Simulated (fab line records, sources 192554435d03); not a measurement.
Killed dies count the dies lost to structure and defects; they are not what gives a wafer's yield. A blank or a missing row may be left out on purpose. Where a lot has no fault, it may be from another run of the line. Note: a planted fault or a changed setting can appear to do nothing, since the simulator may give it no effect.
Which tool did it? -- flow n5Finfet -- Sampling: 12 lots, 36 wafers, 4 of 1938 route steps

== WHAT THE GAUGES READ, wafer by wafer ==
N5_BEOL_M13_INSPECT_55: inspects for defects (darkfield).
lot,measured,on,rawDefectCount
L075,day 12 03:15,defectInspect-01,47 39 54
L079,day 12 05:38,defectInspect-01,59 56 86
L078,day 12 15:26,defectInspect-01,73 59 59
L081,day 13 06:53,defectInspect-02,69 74 74
L083,day 13 19:29,defectInspect-02,44 43 37
L086,day 14 05:44,defectInspect-02,74 129 173
L088,day 14 17:38,defectInspect-02,65 103 82
L090,day 15 10:16,defectInspect-02,34 27 42
L091,day 15 20:28,defectInspect-01,84 55 69
L093,day 16 05:44,defectInspect-02,79 55 85
L096,day 17 03:46,defectInspect-02,72 56 56
L097,day 17 10:05,defectInspect-01,83 91 97

== WHAT TOOL EACH LOT RAN ON (gives the tool, then ch and the chambers of the sampled wafers, and finally the start) ==
lot,N5_BEOL_M12_ANNEAL_48,N5_BEOL_M13_VIA_ETCH_16,N5_BEOL_M13_DEP_53
L075,"rtpAnneal-01 ch 0, day 11 12:59","rieDiel-01 ch 0,3, day 11 14:23","pecvd-04 ch 1,2, day 12 03:10"
L079,"rtpAnneal-02 ch 0, day 11 22:34","rieDiel-01 ch 1,2,3, day 11 23:59","pecvd-04 ch 0,1, day 12 05:32"
L078,"rtpAnneal-01 ch 0, day 12 06:20","rieDiel-01 ch 2,3, day 12 07:53","pecvd-03 ch 0,1, day 12 15:20"
L081,"rtpAnneal-01 ch 0, day 12 23:42","rieDiel-04 ch 0,1,2, day 13 01:07","pecvd-01 ch 0,1,2, day 13 06:48"
L083,"rtpAnneal-01 ch 0, day 13 12:39","rieDiel-01 ch 0,1, day 13 13:55","pecvd-01 ch 0,1,2, day 13 19:24"
L086,"rtpAnneal-01 ch 0, day 14 00:15","rieDiel-04 ch 0,1,2, day 14 01:40","pecvd-03 ch 0,1,2, day 14 05:39"
L088,"rtpAnneal-02 ch 0, day 14 11:33","rieDiel-01 ch 1,3, day 14 13:01","pecvd-04 ch 0,1, day 14 17:32"
L090,"rtpAnneal-01 ch 0, day 15 02:56","rieDiel-01 ch 0,2, day 15 04:44","pecvd-04 ch 0,1,2, day 15 10:10"
L091,"rtpAnneal-01 ch 0, day 15 12:19","rieDiel-04 ch 0,3, day 15 14:04","pecvd-04 ch 1,2, day 15 20:23"
L093,"rtpAnneal-02 ch 0, day 16 00:11","rieDiel-04 ch 0,3, day 16 01:36","pecvd-04 ch 0,1,2, day 16 05:38"
L096,"rtpAnneal-01 ch 0, day 16 20:56","rieDiel-01 ch 2,3, day 16 22:23","pecvd-03 ch 0,2, day 17 03:40"
L097,"rtpAnneal-02 ch 0, day 17 03:04","rieDiel-04 ch 0,1,2, day 17 04:30","pecvd-01 ch 0,1,2, day 17 10:00"
- N5_BEOL_M12_ANNEAL_48: time 90 s.
- N5_BEOL_M13_VIA_ETCH_16: etches SiOC in C4F8/O2/Ar, target depth 921.7 nm.
- N5_BEOL_M13_DEP_53: deposits SiCN from 3MS/NH3, target thk 50 nm, time 17.8 s.

== THE ANSWER, worked out from the rows above alone ==
Rule: usual is defined by the lots themselves. The widest of any qualifying gaps counts: lots, ordered by their means at a reading, are off when they make up no more than a third of the lots, leave a main group of 4 or more, and stand apart from it by 3 or more times the standard deviation of that group's means. Not used: any main group whose means are identical at the precision the tables above print for the reading. A lot without any number at a reading at which 4 lots or more have one is off too. Where the step has rows for the other lots, those lots are counted as sound.
No lot is off at any reading shown: from this, nothing can be told.

== WHAT THE SIMULATOR HAD PUT IN ==
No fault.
